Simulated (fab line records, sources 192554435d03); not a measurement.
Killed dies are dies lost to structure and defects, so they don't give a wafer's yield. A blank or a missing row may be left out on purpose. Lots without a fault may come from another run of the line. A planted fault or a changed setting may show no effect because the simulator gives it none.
Split-lot experiment | flow n5_finfet | 7 lots, 39 wafers read, on a route of 1938 steps

THE SPLIT
At N5_DUMMY_GATE_ETCH_31 (etches SiO2 in C4F6/O2, target depth 82.5 nm, time 27.5 s), the setting target_depth_a was moved away from the recipe's 825 angstrom on 9 of the 39 wafers read, by -3.6% to +8.2%. The other wafers ran this setting at the recipe's value.

The reading is taken at the split's own step.

THE READING
etch.depth_nm (the simulator's own value, which no gauge read), in nm, at N5_DUMMY_GATE_ETCH_31 (etches SiO2 in C4F6/O2, target depth 82.5 nm, time 27.5 s). The file gives no usual value for it. The 30 wafers here that ran the recipe average 81.95 nm, standard deviation 1.2 nm.

wafer  | tool, chamber at the split | target_depth_a as run, angstrom | against the recipe | etch.depth_nm, nm | against lot-mates on the recipe
L074.1 | rie_diel-05, 0             | 889.1                           | +7.8%              | 88.4              | +5.10
L074.2 | rie_diel-05, 3             | 889.1                           | +7.8%              | 89.06             | +5.76
L074.3 | rie_diel-05, 1             | 825                             | recipe             | 84.67             | -
L074.4 | rie_diel-05, 2             | 825                             | recipe             | 83.99             | -
L074.5 | rie_diel-05, 3             | 889.1                           | +7.8%              | 88.11             | +4.81
L074.6 | rie_diel-05, 0             | 825                             | recipe             | 81.25             | -
L077.2 | rie_diel-06, 3             | 825                             | recipe             | 82.77             | -
L077.5 | rie_diel-06, 1             | 825                             | recipe             | 81.59             | -
L077.6 | rie_diel-06, 0             | 825                             | recipe             | 80.35             | -
L080.1 | rie_diel-05, 0             | 825                             | recipe             | 81.03             | -
L080.2 | rie_diel-05, 1             | 795.3                           | -3.6%              | 80.06             | -1.89
L080.3 | rie_diel-05, 2             | 795.3                           | -3.6%              | 80.44             | -1.51
L080.4 | rie_diel-05, 3             | 825                             | recipe             | 81.5              | -
L080.5 | rie_diel-05, 2             | 795.3                           | -3.6%              | 80.42             | -1.53
L080.6 | rie_diel-05, 1             | 825                             | recipe             | 83.31             | -
L084.1 | rie_diel-06, 3             | 825                             | recipe             | 82.16             | -
L084.2 | rie_diel-06, 1             | 825                             | recipe             | 81.33             | -
L084.3 | rie_diel-06, 2             | 825                             | recipe             | 83.89             | -
L084.4 | rie_diel-06, 0             | 825                             | recipe             | 80.73             | -
L084.5 | rie_diel-06, 0             | 825                             | recipe             | 81.8              | -
L084.6 | rie_diel-06, 1             | 825                             | recipe             | 80.89             | -
L087.1 | rie_diel-06, 2             | 825                             | recipe             | 83.34             | -
L087.2 | rie_diel-06, 1             | 825                             | recipe             | 81.04             | -
L087.4 | rie_diel-06, 1             | 825                             | recipe             | 81.04             | -
L087.3 | rie_diel-06, 3             | 825                             | recipe             | 81.37             | -
L087.5 | rie_diel-06, 2             | 825                             | recipe             | 83.57             | -
L087.6 | rie_diel-06, 3             | 825                             | recipe             | 81.82             | -
L090.1 | rie_diel-05, 2             | 892.5                           | +8.2%              | 89.07             | +7.44
L090.2 | rie_diel-05, 1             | 825                             | recipe             | 81.89             | -
L090.3 | rie_diel-05, 0             | 892.5                           | +8.2%              | 87.6              | +5.97
L090.4 | rie_diel-05, 3             | 825                             | recipe             | 80.74             | -
L090.5 | rie_diel-05, 2             | 892.5                           | +8.2%              | 89.67             | +8.04
L090.6 | rie_diel-05, 1             | 825                             | recipe             | 82.27             | -
L095.1 | rie_diel-03, 3             | 825                             | recipe             | 82.47             | -
L095.2 | rie_diel-03, 1             | 825                             | recipe             | 82.19             | -
L095.3 | rie_diel-03, 2             | 825                             | recipe             | 79.95             | -
L095.4 | rie_diel-03, 0             | 825                             | recipe             | 83.22             | -
L095.5 | rie_diel-03, 3             | 825                             | recipe             | 81.93             | -
L095.6 | rie_diel-03, 2             | 825                             | recipe             | 80.39             | -

THE FIT
A straight line over all 39 wafers: etch.depth_nm changes by +0.791 nm for each +1% of target_depth_a; r = +0.91; the points scatter about the line by 1.1 nm.
The same after taking each lot's own level away (the mean of its wafers on the recipe; 39 wafers): +0.737 nm for each +1%; r = +0.91; scatter 1.1 nm.
On that fit, the largest move of target_depth_a shifts the reading by 6 nm.
The lots' own levels span 81.570 to 83.303 nm, that is 1.5 times the standard deviation above.
So the lot-to-lot level changes the slope little: the two slopes agree.
Check: with one of the wafers moved furthest among these (+8.2%) left out of the fit, the line predicts +5.91 nm for it against its lot-mates. It came out at +7.44 nm against them.

OTHER SPLITS ON THESE WAFERS
These wafers also went through other splits before the reading. Each is held against what the fit with the lots' levels taken away leaves over:
other split on the same wafers | wafers away from the commonest value | r with etch.depth_nm (lot level and that fit taken away)
N5_DUMMY_GATE_ETCH_37 source_w | 15                                   | -0.14

THE FILE'S OWN FIT
etch.depth_nm changes by +0.748 nm for each +1% of target_depth_a, r = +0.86.
